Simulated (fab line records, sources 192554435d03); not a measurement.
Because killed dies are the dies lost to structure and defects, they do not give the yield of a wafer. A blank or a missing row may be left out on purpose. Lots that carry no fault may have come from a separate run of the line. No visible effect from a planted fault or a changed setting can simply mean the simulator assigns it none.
Lot-split experiment | flow n5-finfet | 39 wafers read from 7 lots, route of 1938 steps

== ON THE SPLIT ==
At N5_DUMMY_GATE_ETCH_32 (etches SiO2 in CF4, target depth 3.5 nm, time 3.9 s), the setting time-s was moved away from the recipe's 3.9 s on 18 of the 39 wafers read, by -17.1% to +16.2%. This setting was run at the recipe's value on the other wafers.

The reading comes from the split's own step.

== THE READING ==
etch.depth-nm (the simulator's own value, which no gauge read), in nm, at N5_DUMMY_GATE_ETCH_32 (etches SiO2 in CF4, target depth 3.5 nm, time 3.9 s). The file gives no usual value for it. The 21 wafers here that ran the recipe average 3.513 nm, standard deviation 0.06 nm.

wafer  | tool, chamber at the split | time-s as run, s | against the recipe | etch.depth-nm, nm | against lot-mates on the recipe
L074.1 | rie-si-04, 2               | 4.52             | +15.9%             | 4.008             | +0.454
L074.2 | rie-si-04, 1               | 3.9              | recipe             | 3.597             | -
L074.3 | rie-si-04, 0               | 3.9              | recipe             | 3.48              | -
L074.4 | rie-si-04, 3               | 4.52             | +15.9%             | 4.078             | +0.524
L074.5 | rie-si-04, 1               | 3.9              | recipe             | 3.584             | -
L074.6 | rie-si-04, 0               | 4.52             | +15.9%             | 4.082             | +0.528
L077.1 | rie-si-05, 2               | 3.9              | recipe             | 3.418             | -
L077.2 | rie-si-05, 0               | 3.235            | -17.1%             | 2.958             | -0.542
L077.3 | rie-si-05, 3               | 3.235            | -17.1%             | 2.988             | -0.512
L077.4 | rie-si-05, 1               | 3.9              | recipe             | 3.464             | -
L077.5 | rie-si-05, 0               | 3.235            | -17.1%             | 2.985             | -0.515
L077.6 | rie-si-05, 3               | 3.9              | recipe             | 3.619             | -
L079.3 | rie-si-04, 0               | 3.9              | recipe             | 3.522             | -
L079.4 | rie-si-04, 3               | 3.9              | recipe             | 3.482             | -
L079.5 | rie-si-04, 1               | 3.9              | recipe             | 3.552             | -
L080.1 | rie-si-05, 0               | 3.9              | recipe             | 3.472             | -
L080.2 | rie-si-05, 1               | 4.533            | +16.2%             | 3.959             | +0.451
L080.3 | rie-si-05, 3               | 4.533            | +16.2%             | 4.104             | +0.596
L080.4 | rie-si-05, 2               | 4.533            | +16.2%             | 3.928             | +0.420
L080.5 | rie-si-05, 0               | 3.9              | recipe             | 3.505             | -
L080.6 | rie-si-05, 3               | 3.9              | recipe             | 3.548             | -
L086.1 | rie-si-04, 0               | 3.632            | -6.9%              | 3.236             | -0.237
L086.2 | rie-si-04, 3               | 3.9              | recipe             | 3.489             | -
L086.3 | rie-si-04, 1               | 3.9              | recipe             | 3.515             | -
L086.4 | rie-si-04, 2               | 3.9              | recipe             | 3.416             | -
L086.5 | rie-si-04, 3               | 3.632            | -6.9%              | 3.224             | -0.249
L086.6 | rie-si-04, 2               | 3.632            | -6.9%              | 3.163             | -0.310
L094.1 | rie-si-05, 2               | 4.137            | +6.1%              | 3.648             | +0.146
L094.2 | rie-si-05, 1               | 4.137            | +6.1%              | 3.696             | +0.194
L094.3 | rie-si-05, 0               | 3.9              | recipe             | 3.548             | -
L094.4 | rie-si-05, 3               | 4.137            | +6.1%              | 3.815             | +0.313
L094.5 | rie-si-05, 1               | 3.9              | recipe             | 3.468             | -
L094.6 | rie-si-05, 2               | 3.9              | recipe             | 3.491             | -
L096.1 | rie-si-04, 1               | 3.9              | recipe             | 3.608             | -
L096.2 | rie-si-04, 0               | 3.51             | -10.0%             | 3.166             | -0.370
L096.3 | rie-si-04, 2               | 3.9              | recipe             | 3.426             | -
L096.4 | rie-si-04, 3               | 3.9              | recipe             | 3.573             | -
L096.5 | rie-si-04, 3               | 3.51             | -10.0%             | 3.217             | -0.319
L096.6 | rie-si-04, 2               | 3.51             | -10.0%             | 3.094             | -0.442

THE FIT
A straight line over all 39 wafers: etch.depth-nm changes by +0.0328 nm for each +1% of time-s; r = +0.98; the points scatter about the line by 0.064 nm.
The same after taking each lot's own level away (the mean of its wafers on the recipe; 39 wafers): +0.0321 nm for each +1%; r = +0.98; scatter 0.059 nm.
According to that fit, moving time-s by its largest amount changes the reading by 0.55 nm.
The lots' own levels span 3.4733 to 3.5537 nm, that is 1.3 times the standard deviation above.
So the lot-to-lot level changes the slope little: the two slopes agree.
Check: for one of the wafers moved furthest among these (-17.1%), held out of the fit, the line's prediction against its lot-mates is -0.556 nm. Against them it came out at -0.542 nm.

== FURTHER SPLITS ON THESE WAFERS ==
Note: prior to the reading, these wafers also went through further splits. Each is held against what the fit with the lots' levels taken away leaves over:
other split on the same wafers | wafers away from the commonest value | r with etch.depth-nm (lot level and that fit taken away)
N5_FIN_CUT_ETCH_21 bias-w      | 12                                   | +0.01
N5_DUMMY_GATE_ETCH_37 source-w | 9                                    | -0.25

== FILE'S OWN FIT ==
etch.depth-nm changes by +0.032 nm for each +1% of time-s, r = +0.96.
